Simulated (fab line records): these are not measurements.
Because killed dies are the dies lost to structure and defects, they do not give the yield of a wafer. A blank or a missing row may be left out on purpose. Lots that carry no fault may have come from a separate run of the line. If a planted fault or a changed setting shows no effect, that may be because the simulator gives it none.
One fault seen from 3 desks :: flow n5-finfet :: each desk holds nothing but its own numbers, with what lay behind them at the end

## METROLOGY DESK
What the gauges read for every lot (on any tool): the sampled wafers with a number, averaged. Any lot whose mean is over 4 standard deviations away from the usual mean is out of limits and marked OUT; that distance is given in the brackets. It has 12 readings; the 7 that lie furthest out on some lot are the ones shown.
Columns: A = cd-nm at N5_SD_EPI_N_CD_MEAS_09, usual 120.2 nm; B = DIBL_N at N5_BEOL_M4_RC_MEAS_101, usual 36.5 mV/V; C = IOFF_N at N5_BEOL_M4_RC_MEAS_101, usual 0.17 nA/um; D = IOFF_P at N5_BEOL_M4_RC_MEAS_101, usual 0.22 nA/um; E = ION_N at N5_BEOL_M4_RC_MEAS_101, usual 677 uA/um; F = SS_N at N5_BEOL_M4_RC_MEAS_101, usual 71.6 mV/dec; G = VT_N at N5_BEOL_M4_RC_MEAS_101, usual 249 mV
lot: L365
first seen here: day 3 01:05
A: 119.1
B: 35.4
C: 0.17
D: 0.20
E: 680
F: 71.1
G: 249

lot: L374
first seen here: day 5 07:52
A: 120.2
B: 35.4
C: 0.17
D: 0.23
E: 677
F: 71.2
G: 248

lot: L378
first seen here: day 6 09:14
A: 120.7
B: 37.4
C: 0.18
D: 0.21
E: 689
F: 71.6
G: 247

lot: L383
first seen here: day 7 15:11
A: 120.8
B: 39.4
C: 0.19
D: 0.24
E: 677
F: 72.4
G: 248

lot: L385
first seen here: day 8 01:30
A: 120.4
B: 33.0
C: 0.11
D: 0.16
E: 662
F: 70.3
G: 254

lot: L388
first seen here: day 8 18:04
A: 120.5
B: 36.8
C: 0.15
D: 0.21
E: 661
F: 71.8
G: 253
This desk's verdict: no lot among the 6 shows anything out of limits.

## THE TOOL OWNER'S DESK: rie-diel-03
The tool's own readings at N5_SD_EPI_N_ETCH_16 (etches SiO2 in CHF3/O2, target depth 5 nm): means of the sampled wafers that have a number, for each lot that ran on this tool. Any lot whose mean is over 4 standard deviations away from the usual mean is out of limits and marked OUT; that distance is given in the brackets.
Columns: A = chamber-pressure-mTorr at N5_SD_EPI_N_ETCH_16, usual 29.998 mTorr; B = drypump-motor-current-A at N5_SD_EPI_N_ETCH_16, usual 5.8 A; C = oes-product-au at N5_SD_EPI_N_ETCH_16, usual 0.77 a.u.; D = rf-vpp-V at N5_SD_EPI_N_ETCH_16, usual 524 V; E = showerhead-plenum-p-Torr at N5_SD_EPI_N_ETCH_16, usual 2.40 Torr; F = throttle-valve-pct at N5_SD_EPI_N_ETCH_16, usual 18.84 %
lot: L378
first seen here: day 6 10:32
A: 29.987
B: 5.7
C: 0.80
D: 516
E: 2.38
F: 18.74

lot: L383
first seen here: day 7 15:53
A: 30.017
B: 5.7
C: 1.09
D: 518
E: 2.41
F: 18.88

lot: L385
first seen here: day 8 02:17
A: 29.999
B: 5.6
C: 1.00
D: 518
E: 2.41
F: 18.87
This desk's verdict: no lot among the 3 shows anything out of limits.

## THE DEFECT DESK
Inspection counts along the route, by lot: the mean over sampled wafers that carry a number. Any lot whose mean is over 4 standard deviations away from the usual mean is out of limits and marked OUT; that distance is given in the brackets.
Columns: A = raw-defect-count at N5_SD_EPI_N_INSPECT_11, usual 1.8
lot: L365
first seen here: day 3 01:09
A: 1.0

lot: L374
first seen here: day 5 07:55
A: 2.7

lot: L378
first seen here: day 6 09:17
A: 2.0

lot: L383
first seen here: day 7 15:14
A: 1.0

lot: L385
first seen here: day 8 01:33
A: 2.0

lot: L388
first seen here: day 8 18:07
A: 1.3
This desk's verdict: no lot among the 6 shows anything out of limits.

## ALL TOGETHER
From the metrology desk's view, nothing was out of limits.
The desk of the tool owner found nothing out of limits.
Nothing the defect desk looked at was out of limits.

## WHAT HAD BEEN PUT IN BY THE SIMULATOR
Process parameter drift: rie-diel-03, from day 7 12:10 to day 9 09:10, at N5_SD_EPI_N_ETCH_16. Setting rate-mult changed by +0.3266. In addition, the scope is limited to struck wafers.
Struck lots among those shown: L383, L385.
